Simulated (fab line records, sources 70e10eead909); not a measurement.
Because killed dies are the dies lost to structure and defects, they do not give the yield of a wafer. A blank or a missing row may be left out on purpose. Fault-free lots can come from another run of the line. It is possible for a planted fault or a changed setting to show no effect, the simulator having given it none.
Matching of chambers + flow nandHarc + NHARC_A_CONTACT_ETCH_30 on rieDiel-12 has 4 sister chambers
The step etches the open film in CF4/CHF3, target depth 72.6 nm, time 36.3 s. 14 wafers are shown with their chamber, then 7 later ones without.

== WAFERS, EACH WITH ITS CHAMBER ==
| wafer  | chamber | showerheadPlenumPTorr (Torr) | rfVppV (V) | oesProductAu (a.u.) |
|--------|---------|------------------------------|------------|---------------------|
| L608.3 | 2       | 1.66                         | 374.4      | 0.936               |
| L608.4 | 3       | 1.65                         | 372.7      | 0.920               |
| L608.6 | 1       | 1.59                         | 370.9      | 0.934               |
| L622.2 | 1       | 1.59                         | 370.4      | 0.914               |
| L622.4 | 3       | 1.64                         | 373.0      | 0.924               |
| L622.5 | 0       | 1.69                         | 374.6      | 0.907               |
| L623.3 | 1       | 1.59                         | 371.5      | 0.939               |
| L623.4 | 0       | 1.69                         | 374.5      | 0.932               |
| L623.5 | 2       | 1.65                         | 373.6      | 0.935               |
| L624.1 | 1       | 1.59                         | 370.7      | 0.927               |
| L624.5 | 2       | 1.65                         | 372.9      | 0.937               |
| L624.6 | 3       | 1.64                         | 371.1      | 0.930               |
| L627.1 | 3       | 1.64                         | 372.4      | 0.926               |
| L627.2 | 2       | 1.65                         | 371.8      | 0.956               |

SIGNATURES (averages over the wafers above)
| reading               | chamber 0 | chamber 1 | chamber 2 | chamber 3 | scatter within a chamber |
|-----------------------|-----------|-----------|-----------|-----------|--------------------------|
| showerheadPlenumPTorr | 1.6900    | 1.5900    | 1.6525    | 1.6425    | 0.00387                  |
| rfVppV                | 374.550   | 370.875   | 373.175   | 372.300   | 0.8                      |
| oesProductAu          | 0.91950   | 0.92850   | 0.94100   | 0.92500   | 0.0101                   |
Rule: for each reading, subtract the chamber's mean from the wafer's reading, divide by that reading's scatter and square the result; add these up over the readings and take the root, which gives the wafer's distance from the chamber. If the next closest chamber is less than 2 further off than the closest, the wafer can't be placed; otherwise it belongs to the closest. The scatter: the root of (the sum of the squares of (reading less its chamber's mean) over the shown wafers, divided by (wafers less chambers)).

== WAFERS MISSING THEIR CHAMBER ==
| wafer  | showerheadPlenumPTorr (Torr) | rfVppV (V) | oesProductAu (a.u.) |
|--------|------------------------------|------------|---------------------|
| L627.4 | 1.59                         | 370.8      | 0.919               |
| L630.4 | 1.65                         | 373.0      | 0.935               |
| L630.5 | 1.65                         | 374.4      | 0.941               |
| L630.6 | 1.58                         | 372.4      | 0.931               |
| L631.3 | 1.58                         | 371.4      | 0.920               |
| L631.5 | 1.69                         | 375.5      | 0.925               |
| L631.6 | 1.58                         | 370.4      | 0.930               |

== THE CHAMBER EACH PASSED THROUGH ==
| wafer  | from the rows above     | in truth |
|--------|-------------------------|----------|
| L627.4 | 1                       | 1        |
| L630.4 | can't be placed: 2 or 3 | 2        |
| L630.5 | can't be placed: 2 or 3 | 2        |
| L630.6 | 1                       | 1        |
| L631.3 | 1                       | 1        |
| L631.5 | 0                       | 0        |
| L631.6 | 1                       | 1        |
5 of 7 placed correctly. Not placeable from these rows: 2 (in 2, the candidates include the true chamber). 0 placed wrongly.
